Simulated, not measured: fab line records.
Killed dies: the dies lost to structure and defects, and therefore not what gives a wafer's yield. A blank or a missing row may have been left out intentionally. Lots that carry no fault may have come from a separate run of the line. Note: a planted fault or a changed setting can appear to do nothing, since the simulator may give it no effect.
What tool caused it? | flow n5Finfet | 12 lots with 36 wafers sampled at 2 steps, on a route of 1938 steps

== WHAT THE GAUGES READ, wafer by wafer ==
N5_PASSIVATION_CD_MEAS_30 targets a cd of 4000 nm. Usual: 3999.9 nm for cdNm, sd 2.2.
lot  | measured     | on       | cdNm (nm)            | flag
L388 | day 11 17:48 | cdSem-02 | 3996.0 4001.2 4003.0 | 
L390 | day 11 18:18 | cdSem-02 | 4000.0 3999.3 4002.9 | 
L389 | day 12 07:10 | cdSem-02 | 4000.5 4000.8 4001.0 | 
L391 | day 12 18:33 | cdSem-02 | 4000.3 4001.8 3996.1 | 
L393 | day 12 23:38 | cdSem-03 | 3999.5 3998.0 4001.1 | 
L396 | day 13 22:12 | cdSem-01 | 3997.1 3998.2 4002.6 | 
L397 | day 14 02:56 | cdSem-03 | 4002.0 3999.5 4001.2 | 
L398 | day 14 11:58 | cdSem-02 | 4001.5 4001.6 3999.1 | 
L400 | day 14 18:25 | cdSem-01 | 4001.2 3997.4 3995.2 | 
L402 | day 15 05:36 | cdSem-02 | 3998.4 4002.0 4003.5 | 
L407 | day 16 21:50 | cdSem-02 | 3995.8 4001.9 4002.6 | 
L406 | day 17 04:02 | cdSem-03 | 3998.9 3998.3 3999.9 | 

== WHICH TOOL RAN EACH LOT (tool, then ch and the chambers of the sampled wafers, then the start) ==
lot  | N5_BEOL_M3_SPUTTER_86
L388 | pvdSputter-02, day 7 06:58
L390 | pvdSputter-02, day 7 14:16
L389 | pvdSputter-01, day 7 17:42
L391 | pvdSputter-03, day 7 22:29
L393 | pvdSputter-02, day 8 13:04
L396 | pvdSputter-01, day 9 04:07
L397 | pvdSputter-02, day 9 13:36
L398 | pvdSputter-02, day 9 16:53
L400 | pvdSputter-02, day 10 06:28
L402 | pvdSputter-02, day 10 17:56
L407 | pvdSputter-02, day 12 04:07
L406 | pvdSputter-02, day 12 13:04
- N5_BEOL_M3_SPUTTER_86: material Cu, target thk 4.5 nm, time 8.29 s.

== AS READ BY THE TOOLS THEMSELVES (means over the sampled wafers that have a number; for cases with no such wafer, the mark the record gives instead) ==
N5_BEOL_M3_SPUTTER_86. Usual: 30.0 % for throttleValvePct, sd 1.3.
lot  | tool          | throttleValvePct (%) | flag
L388 | pvdSputter-02 | 29.5                 | 
L390 | pvdSputter-02 | 29.6                 | 
L389 | pvdSputter-01 | 29.2                 | 
L391 | pvdSputter-03 | 31.4                 | 
L393 | pvdSputter-02 | 29.9                 | 
L396 | pvdSputter-01 | 29.4                 | 
L397 | pvdSputter-02 | 29.9                 | 
L398 | pvdSputter-02 | 30.3                 | 
L400 | pvdSputter-02 | 29.9                 | 
L402 | pvdSputter-02 | 29.9                 | 
L407 | pvdSputter-02 | 29.6                 | 
L406 | pvdSputter-02 | 30.3                 | 

== THE ANSWER, worked out from the rows above alone ==
Rule: take the mean of a lot's wafers that have a number; if it is more than 3 standard deviations from the usual mean, the lot is off. A lot without any number at a reading at which 4 lots or more have one is off too. Any other lot the step has rows for is counted as sound. First the gauges in route order, then the tools' own readings, where a lot's mean is used as printed above. The first step at which some lot is off is used, and at that step the reading that is off furthest; a lot without a number counts as furthest.
None of the lots is off at any reading shown; this tells nothing.

== WHAT THE SIMULATOR PUT IN ==
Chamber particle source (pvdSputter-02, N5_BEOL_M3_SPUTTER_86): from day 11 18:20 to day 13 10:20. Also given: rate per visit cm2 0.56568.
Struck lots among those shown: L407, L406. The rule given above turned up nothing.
